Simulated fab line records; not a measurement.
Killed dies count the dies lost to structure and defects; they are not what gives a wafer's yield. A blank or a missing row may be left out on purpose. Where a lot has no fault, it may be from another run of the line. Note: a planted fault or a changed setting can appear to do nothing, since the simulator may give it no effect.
Chamber matching -- flow n5Finfet -- N5_FIN_SAQP_ETCH_69 on rieDiel-05 has 4 sister chambers
The step etches SOC in N2/H2, stops on SiNx, target depth 150 nm. 16 wafers are shown with their chamber, then 8 later ones without.

WAFERS, EACH WITH ITS CHAMBER
wafer,chamber,showerheadPlenumPTorr (Torr),throttleValvePct (%),oesProductAu (a.u.)
L074.2,1,2.49,17.52,0.86
L074.4,2,2.38,18.24,0.83
L074.5,1,2.49,17.54,0.86
L079.2,2,2.37,18.27,0.81
L079.3,0,2.45,17.99,0.72
L079.6,3,2.62,17.65,0.72
L084.2,1,2.49,17.55,0.83
L084.3,2,2.37,18.28,0.80
L084.4,0,2.45,18.01,0.72
L087.1,3,2.62,17.67,0.71
L087.2,0,2.45,18.02,0.72
L087.4,1,2.48,17.56,0.82
L090.1,2,2.36,18.31,0.79
L090.3,0,2.44,18.04,0.71
L090.5,1,2.48,17.57,0.81
L092.2,0,2.44,18.03,0.71

SIGNATURES, as means of the wafers listed above
reading,chamber 0,chamber 1,chamber 2,chamber 3,scatter within a chamber
showerheadPlenumPTorr,2.4460,2.4860,2.3700,2.6200,0.00606
throttleValvePct,18.0180,17.5480,18.2750,17.6600,0.0217
oesProductAu,0.7160,0.8360,0.8075,0.7150,0.0162
Rule: for each reading, subtract the chamber's mean from the wafer's reading, divide by that reading's scatter and square the result; add these up over the readings and take the root, which gives the wafer's distance from the chamber. If the next closest chamber is less than 2 further off than the closest, the wafer can't be placed; otherwise it belongs to the closest. The scatter is the square root of a quotient: the sum, over the shown wafers, of each reading's squared deviation from its chamber's mean, divided by wafers minus chambers.

WAFERS WITHOUT THEIR CHAMBER
wafer,showerheadPlenumPTorr (Torr),throttleValvePct (%),oesProductAu (a.u.)
L092.4,2.48,17.61,0.80
L092.6,2.61,17.71,0.70
L094.1,2.44,18.04,0.71
L094.5,2.36,18.34,0.78
L094.6,2.61,17.71,0.70
L096.2,2.48,17.59,0.80
L096.4,2.44,18.04,0.71
L096.6,2.48,17.59,0.79

WHICH CHAMBER EACH WENT THROUGH
wafer,from the rows above,in truth
L092.4,1,1
L092.6,3,3
L094.1,0,0
L094.5,2,2
L094.6,3,3
L096.2,1,1
L096.4,0,0
L096.6,1,1
8 of 8 placed correctly. Number that these rows cannot place: 0. 0 placed wrongly.
